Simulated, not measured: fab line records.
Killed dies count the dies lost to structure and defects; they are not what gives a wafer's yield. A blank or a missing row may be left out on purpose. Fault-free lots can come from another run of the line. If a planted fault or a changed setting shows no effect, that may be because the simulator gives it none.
8D (eight disciplines) problem report, filled in by code    flow n5-finfet    the parts of the form that need people (team, actions taken, sign-off) are left out

## 1. THE ISSUE
Wafers without a fault read 1500.1 rpm, standard deviation 1.3; spin-speed-rpm at N5_BEOL_M2_COAT_05 reads a mean of 1339.4 rpm on 6 wafers belonging to 2 lots. So: -99 or more standard deviations from the usual mean.
The step: resist thk 30 nm.
First seen on wafer L592.2, day 8 12:05, on litho-track-04. The record holds 18 wafers of 6 lots with a number at this step. By rule, "out" or "out of limits" means more than 4 standard deviations away from the usual mean. The other wafers with a number count as sound.

## 2. WHAT IT IS; WHAT IT IS NOT
question                     is                      is not
which readings at this step  spin-speed-rpm          -
which lots                   L592, L594              L588, L589, L601, L608
which wafers of those lots   all that have a number  -
read on which tools          litho-track-04          litho-track-02, litho-track-03
when                         from day 8 12:05        up to then (6 sound wafers); but 6 sound wafers of L601, L608 came after

## 3. THE SUSPECTS, EACH WITH WHAT RULES IT OUT
Counting: a tool at any process step up to the reading remains a suspect when it ran all the lots that are out and ran no sound lot after the first of those.
- pecvd-03 at N5_BEOL_M1_DEP_57 (deposits SiCN from 3MS/NH3, target thk 8 nm, time 14 s): ruled out as a lasting fault. The sound lots L608 went through it after L592, its earliest lot that is out (day 8 11:22).
- pecvd-04 at N5_BEOL_M2_ILD_DEP_00 (deposits SiOC from DEMS/O2, target thk 79 nm, time 15.3 s): ruled out as a lasting fault. The sound lots L608 went through it after L592, its earliest lot that is out (day 8 11:29).
- pecvd-03 at N5_BEOL_M2_PECVD_72 (deposits SiO2 from TEOS/O2, target thk 16 nm, time 18 s): ruled out as a lasting fault. The sound lots L601 went through it after L592, its earliest lot that is out (day 8 11:36).
- litho-track-04 at N5_BEOL_M2_COAT_05 (resist thk 30 nm): kept. It ran every lot that is out, first L592 (day 8 12:05), and no sound lot after that; its last sound lot up to then is L589 (day 8 01:13). Out on those wafers are its own readings of spin-speed-rpm.
The count leaves litho-track-04 at N5_BEOL_M2_COAT_05.

## 4. THE CAUSE (what the simulator had put in)
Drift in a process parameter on litho-track-04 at N5_BEOL_M2_COAT_05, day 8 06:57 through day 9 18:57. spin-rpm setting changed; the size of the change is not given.
The count eliminated every tool but this one.

## 5. THE EFFECT CHAIN, in route order
Each row: a reading whose mean over the struck wafers that have a number lies more than 3 standard deviations from the usual. Readings are gone through only where the record gives a usual standard deviation; hours: the median, over the lots, of the time from a lot's start at the first step in this table giving one to that lot's start at this step; sigmas: the change measured in usual standard deviations.
hours  step                reading         usual       on struck wafers  change  sigmas
0      N5_BEOL_M2_COAT_05  spin-speed-rpm  1500.1 rpm  1339.4            -160.7  -99 or more
Here are the process steps it includes:
- N5_BEOL_M2_COAT_05: resist thk 30 nm.
Later measuring or inspecting steps at which every struck wafer that the step has a row for has a number for every such reading, and none has moved that far: N5_BEOL_M2_CD_MEAS_11, N5_BEOL_M2_OVL_MEAS_12, N5_BEOL_M2_INSPECT_13, N5_BEOL_M4_RC_MEAS_101.

## 6. HOW IT WOULD HAVE BEEN CAUGHT EARLIER
5 hours passed between the start of the fault at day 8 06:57 and the first reading out of limits in this record, taken at day 8 12:05.
